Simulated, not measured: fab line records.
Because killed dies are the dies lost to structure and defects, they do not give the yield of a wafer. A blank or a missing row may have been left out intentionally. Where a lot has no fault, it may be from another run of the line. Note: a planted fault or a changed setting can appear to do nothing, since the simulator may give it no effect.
Which tool did it? || flow nand-harc || 13 lots, 38 wafers sampled, at 3 steps of a route of 1159

## WHAT THE GAUGES READ, wafer by wafer
NHARC_P_CONTACT_INSPECT_27. Usual: raw-defect-count reads 305 (standard deviation 120).
{"lot": "L189", "measured": "day 5 20:08", "on": "defect-inspect-01", "raw-defect-count": "80 119 121", "flag": ""}
{"lot": "L192", "measured": "day 6 10:22", "on": "defect-inspect-01", "raw-defect-count": "277 242 311", "flag": ""}
{"lot": "L193", "measured": "day 6 10:47", "on": "defect-inspect-01", "raw-defect-count": "344 535 436", "flag": ""}
{"lot": "L195", "measured": "day 7 06:14", "on": "defect-inspect-02", "raw-defect-count": "453 449 329", "flag": ""}
{"lot": "L203", "measured": "day 8 20:43", "on": "defect-inspect-02", "raw-defect-count": "238 386", "flag": ""}
{"lot": "L201", "measured": "day 9 01:44", "on": "defect-inspect-01", "raw-defect-count": "303 339 265", "flag": ""}
{"lot": "L204", "measured": "day 9 17:16", "on": "defect-inspect-02", "raw-defect-count": "285 203 289", "flag": ""}
{"lot": "L206", "measured": "day 10 00:00", "on": "defect-inspect-02", "raw-defect-count": "177 165 251", "flag": ""}
{"lot": "L207", "measured": "day 10 09:59", "on": "defect-inspect-02", "raw-defect-count": "227 156 297", "flag": ""}
{"lot": "L210", "measured": "day 10 19:26", "on": "defect-inspect-01", "raw-defect-count": "688 210 247", "flag": ""}
{"lot": "L209", "measured": "day 10 18:55", "on": "defect-inspect-02", "raw-defect-count": "270 351 352", "flag": ""}
{"lot": "L211", "measured": "day 11 09:47", "on": "defect-inspect-02", "raw-defect-count": "278 355 171", "flag": ""}
{"lot": "L212", "measured": "day 11 10:14", "on": "defect-inspect-02", "raw-defect-count": "261 182 371", "flag": ""}

## WHAT TOOL EACH LOT RAN ON (gives the tool, then ch and the chambers of the sampled wafers, and finally the start)
{"lot": "L189", "NHARC_P_GATE_STRIP_95": "plasma-asher-02 ch 0,1, day 5 12:32", "NHARC_P_CONTACT_PRE_CLEAN_39": "pvd-sputter-02, day 5 17:58"}
{"lot": "L192", "NHARC_P_GATE_STRIP_95": "plasma-asher-02 ch 0,1, day 6 03:14", "NHARC_P_CONTACT_PRE_CLEAN_39": "pvd-sputter-03, day 6 08:39"}
{"lot": "L193", "NHARC_P_GATE_STRIP_95": "plasma-asher-01 ch 0,1, day 6 03:39", "NHARC_P_CONTACT_PRE_CLEAN_39": "pvd-sputter-01, day 6 08:50"}
{"lot": "L195", "NHARC_P_GATE_STRIP_95": "plasma-asher-02 ch 0,1, day 6 23:37", "NHARC_P_CONTACT_PRE_CLEAN_39": "pvd-sputter-02, day 7 04:48"}
{"lot": "L203", "NHARC_P_GATE_STRIP_95": "plasma-asher-02 ch 0,1, day 8 13:46", "NHARC_P_CONTACT_PRE_CLEAN_39": "pvd-sputter-03, day 8 18:56"}
{"lot": "L201", "NHARC_P_GATE_STRIP_95": "plasma-asher-02 ch 0,1, day 8 16:11", "NHARC_P_CONTACT_PRE_CLEAN_39": "pvd-sputter-03, day 8 21:28"}
{"lot": "L204", "NHARC_P_GATE_STRIP_95": "plasma-asher-01 ch 0,1, day 9 05:46", "NHARC_P_CONTACT_PRE_CLEAN_39": "pvd-sputter-01, day 9 11:03"}
{"lot": "L206", "NHARC_P_GATE_STRIP_95": "plasma-asher-01 ch 0,1, day 9 11:48", "NHARC_P_CONTACT_PRE_CLEAN_39": "pvd-sputter-01, day 9 17:34"}
{"lot": "L207", "NHARC_P_GATE_STRIP_95": "plasma-asher-01 ch 0, day 10 00:31", "NHARC_P_CONTACT_PRE_CLEAN_39": "pvd-sputter-01, day 10 05:59"}
{"lot": "L210", "NHARC_P_GATE_STRIP_95": "plasma-asher-01 ch 0,1, day 10 11:08", "NHARC_P_CONTACT_PRE_CLEAN_39": "pvd-sputter-01, day 10 17:46"}
{"lot": "L209", "NHARC_P_GATE_STRIP_95": "plasma-asher-02 ch 0,1, day 10 11:26", "NHARC_P_CONTACT_PRE_CLEAN_39": "pvd-sputter-02, day 10 17:27"}
{"lot": "L211", "NHARC_P_GATE_STRIP_95": "plasma-asher-02 ch 0,1, day 11 02:50", "NHARC_P_CONTACT_PRE_CLEAN_39": "pvd-sputter-03, day 11 08:20"}
{"lot": "L212", "NHARC_P_GATE_STRIP_95": "plasma-asher-01 ch 0,1, day 11 03:20", "NHARC_P_CONTACT_PRE_CLEAN_39": "pvd-sputter-03, day 11 08:47"}
- NHARC_P_GATE_STRIP_95: strips in O2.
- NHARC_P_CONTACT_PRE_CLEAN_39: time 19.5 s.

## WHAT THE TOOLS THEMSELVES READ (means of the sampled wafers that have a number; where no wafer has one, the mark that the record gives instead)
NHARC_P_GATE_STRIP_95. Usual: drypump-motor-current-A 5.8 A, standard deviation 0.54; heater-power-w 330 W, standard deviation 16.
{"lot": "L189", "tool": "plasma-asher-02", "drypump-motor-current-A (A)": 5.6, "heater-power-w (W)": 316, "flag": ""}
{"lot": "L192", "tool": "plasma-asher-02", "drypump-motor-current-A (A)": 6.1, "heater-power-w (W)": 323, "flag": ""}
{"lot": "L193", "tool": "plasma-asher-01", "drypump-motor-current-A (A)": 5.8, "heater-power-w (W)": 344, "flag": ""}
{"lot": "L195", "tool": "plasma-asher-02", "drypump-motor-current-A (A)": 5.6, "heater-power-w (W)": 318, "flag": ""}
{"lot": "L203", "tool": "plasma-asher-02", "drypump-motor-current-A (A)": 5.8, "heater-power-w (W)": 327, "flag": ""}
{"lot": "L201", "tool": "plasma-asher-02", "drypump-motor-current-A (A)": 5.6, "heater-power-w (W)": 314, "flag": ""}
{"lot": "L204", "tool": "plasma-asher-01", "drypump-motor-current-A (A)": 5.8, "heater-power-w (W)": 337, "flag": ""}
{"lot": "L206", "tool": "plasma-asher-01", "drypump-motor-current-A (A)": 5.9, "heater-power-w (W)": 339, "flag": ""}
{"lot": "L207", "tool": "plasma-asher-01", "drypump-motor-current-A (A)": 5.8, "heater-power-w (W)": 352, "flag": ""}
{"lot": "L210", "tool": "plasma-asher-01", "drypump-motor-current-A (A)": 5.8, "heater-power-w (W)": 339, "flag": ""}
{"lot": "L209", "tool": "plasma-asher-02", "drypump-motor-current-A (A)": 5.6, "heater-power-w (W)": 306, "flag": ""}
{"lot": "L211", "tool": "plasma-asher-02", "drypump-motor-current-A (A)": 6.1, "heater-power-w (W)": 303, "flag": ""}
{"lot": "L212", "tool": "plasma-asher-01", "drypump-motor-current-A (A)": 5.8, "heater-power-w (W)": 347, "flag": ""}

NHARC_P_CONTACT_PRE_CLEAN_39. Usual: bias-v reads 250.4 V (standard deviation 2.5).
{"lot": "L189", "tool": "pvd-sputter-02", "bias-v (V)": 248.0, "flag": ""}
{"lot": "L192", "tool": "pvd-sputter-03", "bias-v (V)": 249.9, "flag": ""}
{"lot": "L193", "tool": "pvd-sputter-01", "bias-v (V)": 247.9, "flag": ""}
{"lot": "L195", "tool": "pvd-sputter-02", "bias-v (V)": 252.8, "flag": ""}
{"lot": "L203", "tool": "pvd-sputter-03", "bias-v (V)": 249.2, "flag": ""}
{"lot": "L201", "tool": "pvd-sputter-03", "bias-v (V)": 250.0, "flag": ""}
{"lot": "L204", "tool": "pvd-sputter-01", "bias-v (V)": 248.4, "flag": ""}
{"lot": "L206", "tool": "pvd-sputter-01", "bias-v (V)": 250.4, "flag": ""}
{"lot": "L207", "tool": "pvd-sputter-01", "bias-v (V)": 249.5, "flag": ""}
{"lot": "L210", "tool": "pvd-sputter-01", "bias-v (V)": 250.8, "flag": ""}
{"lot": "L209", "tool": "pvd-sputter-02", "bias-v (V)": 251.2, "flag": ""}
{"lot": "L211", "tool": "pvd-sputter-03", "bias-v (V)": 248.7, "flag": ""}
{"lot": "L212", "tool": "pvd-sputter-03", "bias-v (V)": 249.3, "flag": ""}

## THE ANSWER, worked out from the rows above alone
Rule: take the mean of a lot's wafers that have a number; if it is more than 3 standard deviations from the usual mean, the lot is off. A lot without any number at a reading at which 4 lots or more have one is off too. The other lots that the step has rows for count as sound. Order of review: gauges by route order, followed by the tools' own readings, for which a lot's mean as printed above is used. At the first step where some lot is off, the reading lying furthest off is the one used; lots without a number count as furthest.
Across all readings shown, no lot is off: no conclusion can be drawn from this.

## WHAT HAD BEEN PUT IN BY THE SIMULATOR
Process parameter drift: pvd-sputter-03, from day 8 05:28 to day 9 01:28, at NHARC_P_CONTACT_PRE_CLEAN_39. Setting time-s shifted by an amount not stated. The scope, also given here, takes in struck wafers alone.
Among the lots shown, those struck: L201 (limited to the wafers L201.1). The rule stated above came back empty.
